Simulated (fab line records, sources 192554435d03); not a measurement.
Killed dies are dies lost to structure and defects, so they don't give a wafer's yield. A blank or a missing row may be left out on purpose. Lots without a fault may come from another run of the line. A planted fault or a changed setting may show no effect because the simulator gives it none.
Split-lot experiment | flow n5_finfet | 7 lots, 21 wafers read, on a route of 1938 steps

THE SPLIT
At N5_BEOL_M1_PECVD_72 (deposits SiO2 from TEOS/O2, target thk 16 nm, time 18 s), the setting time_s was moved away from the recipe's 18 s on 8 of the 21 wafers read, by -10.8% to +12.1%. The other wafers ran this setting at the recipe's value.

FROM THE SPLIT TO THE READING: what the file shows between them, 3 steps
- N5_BEOL_M1_HM_DEP_02: deposits TiN, target thk 20 nm
- N5_BEOL_M1_COAT_61: time 60 s, resist thk 60 nm
- N5_BEOL_M1_STRIP_97: strips in N2/H2, time 10 s

THE READING
SiO2_of_BEOL_M1_PECVD_72.thk_nm (the simulator's own value, which no gauge read), in nm, at N5_BEOL_M1_HM_STRIP_39 (strips TiN in peroxide tin strip, target depth 25 nm, time 158 s). The file gives no usual value for it. The 13 wafers here that ran the recipe average 15.9 nm, standard deviation 0.27 nm.

wafer  | tool, chamber at the split | time_s as run, s | against the recipe | SiO2_of_BEOL_M1_PECVD_72.thk_nm, nm | against lot-mates on the recipe
L077.1 | pecvd-03, 2                | 18               | recipe             | 15.8                                | -
L077.2 | pecvd-03, 1                | 16.06            | -10.8%             | 13.6                                | -2.2
L077.6 | pecvd-03, 1                | 16.06            | -10.8%             | 14.2                                | -1.6
L081.1 | pecvd-04, 1                | 18.86            | +4.8%              | 16.6                                | +0.7
L081.3 | pecvd-04, 2                | 18               | recipe             | 15.8                                | -
L081.4 | pecvd-04, 1                | 18               | recipe             | 16                                  | -
L084.1 | pecvd-03, 2                | 18               | recipe             | 16                                  | -
L084.2 | pecvd-03, 0,2              | 20.17            | +12.1%             | 17.6                                | +1.6
L084.5 | pecvd-03, 0,2              | 20.17            | +12.1%             | 17.8                                | +1.8
L085.1 | pecvd-03, 1                | 17.09            | -5.1%              | 14.6                                | -0.9
L085.3 | pecvd-03, 0                | 18               | recipe             | 15.4                                | -
L085.4 | pecvd-03, 1                | 18               | recipe             | 15.6                                | -
L088.2 | pecvd-03, 1                | 16.69            | -7.3%              | 14.6                                | -1.5
L088.5 | pecvd-03, 0                | 18               | recipe             | 16.4                                | -
L088.6 | pecvd-03, 1                | 18               | recipe             | 15.8                                | -
L096.1 | pecvd-02, 0                | 18               | recipe             | 15.6                                | -
L096.3 | pecvd-02, 2                | 18               | recipe             | 16                                  | -
L096.4 | pecvd-02, 0                | 19.01            | +5.6%              | 16.8                                | +1.0
L097.1 | pecvd-02, 2,0              | 18               | recipe             | 16.2                                | -
L097.6 | pecvd-02, 2,0              | 18               | recipe             | 16.2                                | -
L097.3 | pecvd-02, 0                | 18               | recipe             | 15.8                                | -
Where a row lists several chambers, the file gives one row for several wafers and doesn't say which wafer went through which chamber.

THE FIT
A straight line over all 21 wafers: SiO2_of_BEOL_M1_PECVD_72.thk_nm changes by +0.169 nm for each +1% of time_s; r = +0.96; the points scatter about the line by 0.27 nm.
The same after taking each lot's own level away (the mean of its wafers on the recipe; 21 wafers): +0.162 nm for each +1%; r = +0.98; scatter 0.21 nm.
On that fit, the largest move of time_s shifts the reading by 2 nm.
The lots' own levels span 15.50 to 16.10 nm, that is 2.2 times the standard deviation above.
So the lot-to-lot level changes the slope little: the two slopes agree.
Check: with one of the wafers moved furthest among these (+12.1%) left out of the fit, the line predicts +2.01 nm for it against its lot-mates. It came out at +1.6 nm against them.

OTHER SPLITS ON THESE WAFERS
These wafers also went through other splits before the reading. Each is held against what the fit with the lots' levels taken away leaves over:
other split on the same wafers       | wafers away from the commonest value | r with SiO2_of_BEOL_M1_PECVD_72.thk_nm (lot level and that fit taken away)
N5_MOL_CONTACT_COAG_COAT_02 spin_rpm | 6                                    | +0.02
N5_BEOL_M0_SAQP_PECVD_04 time_s      | 5                                    | +0.02
N5_BEOL_M0_SAQP_COAT_08 spin_rpm     | 5                                    | +0.25
N5_BEOL_M0_SAQP_COAT_87 spin_rpm     | 7                                    | +0.50
N5_BEOL_M0_SAQP_COAT_34 spin_rpm     | 8                                    | -0.01

THE WHOLE CHAIN: every reading that the file lists as answering this split, in the file's order
step                   | what it does                                                     | reading                                                                          | change (the file's fit)               | r (the file's)
N5_BEOL_M1_PECVD_72    | deposits SiO2 from TEOS/O2, target thk 16 nm, time 18 s          | SiO2_of_BEOL_M1_PECVD_72.thk_nm (the simulator's own value, which no gauge read) | +0.161 nm for each +1% of the setting | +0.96
N5_BEOL_M1_HM_STRIP_39 | strips TiN in peroxide tin strip, target depth 25 nm, time 158 s | SiO2_of_BEOL_M1_PECVD_72.thk_nm (the simulator's own value, which no gauge read) | +0.166 nm for each +1% of the setting | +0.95

THE FILE'S OWN FIT
SiO2_of_BEOL_M1_PECVD_72.thk_nm changes by +0.166 nm for each +1% of time_s, r = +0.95.
